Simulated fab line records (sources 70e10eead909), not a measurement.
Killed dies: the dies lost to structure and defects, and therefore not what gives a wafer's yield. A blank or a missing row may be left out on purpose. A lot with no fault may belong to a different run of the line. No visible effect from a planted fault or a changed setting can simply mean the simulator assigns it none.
The tool behind it: which one? | flow nand-harc | Sampling: 6 lots, 17 wafers, 4 of 1159 route steps

== WHAT THE GAUGES SHOWED, per wafer ==
NHARC_END_SORT_01.
lot  | measured     | on        | killed-dies
L393 | day 21 00:05 | prober-01 | 14 17 16
L396 | day 21 01:08 | prober-02 | 18 23 18
L398 | day 22 14:58 | prober-02 | 37 23 39
L405 | day 24 10:40 | prober-02 | 30 38
L409 | day 24 17:35 | prober-02 | 27 36 42

== WHAT TOOL EACH LOT RAN ON (gives the tool, then ch and the chambers of the sampled wafers, and finally the start) ==
lot  | NHARC_A_SLIT_ETCH_26             | NHARC_A_SLIT_ETCH_29               | NHARC_A_WL_FILL_ETCHBACK_04
L390 | har-etch-02 ch 0,1, day 14 22:51 | rie-diel-09 ch 0,1, day 14 23:30   | rie-metal-01 ch 0,1, day 15 15:12
L393 | har-etch-01 ch 0,1, day 15 21:39 | rie-diel-07 ch 0,1,3, day 15 22:15 | rie-metal-01 ch 0,1, day 16 14:29
L396 | har-etch-01 ch 0,1, day 15 23:30 | rie-diel-01 ch 2,3, day 16 00:07   | rie-metal-03 ch 0,1, day 16 15:40
L398 | har-etch-02 ch 0,1, day 17 04:06 | rie-diel-09 ch 0,1,3, day 17 04:43 | rie-metal-02 ch 0,1, day 17 23:46
L405 | har-etch-02 ch 1, day 19 05:37   | rie-diel-07 ch 1,2, day 19 06:43   | rie-metal-01 ch 0, day 19 19:14
L409 | har-etch-02 ch 0,1, day 20 02:43 | rie-diel-07 ch 0,1,2, day 20 03:20 | rie-metal-03 ch 0,1, day 20 17:19
- NHARC_A_SLIT_ETCH_26: etches the open film in C4F8/O2/Ar, time 90 s, target depth 400 nm.
- NHARC_A_SLIT_ETCH_29: etches the open film in CF4/O2, target depth 100 nm, overetch 10 nm, time 55 s.
- NHARC_A_WL_FILL_ETCHBACK_04: etches the open film in NF3, target depth 60 nm, time 120 s.

== THE ANSWER, worked out from the rows above alone ==
Rule: usual is defined by the lots themselves. The widest of any qualifying gaps counts: lots, ordered by their means at a reading, are off when they make up no more than a third of the lots, leave a main group of 4 or more, and stand apart from it by 3 or more times the standard deviation of that group's means. The tables above print the reading to a certain number of digits; a main group whose means all agree to those digits is not used. A lot without any number at a reading at which 4 lots or more have one is off too. The other lots that the step has rows for count as sound.
Nothing can be told from this: no lot is off at any reading shown.

== WHAT WAS PUT IN BY THE SIMULATOR ==
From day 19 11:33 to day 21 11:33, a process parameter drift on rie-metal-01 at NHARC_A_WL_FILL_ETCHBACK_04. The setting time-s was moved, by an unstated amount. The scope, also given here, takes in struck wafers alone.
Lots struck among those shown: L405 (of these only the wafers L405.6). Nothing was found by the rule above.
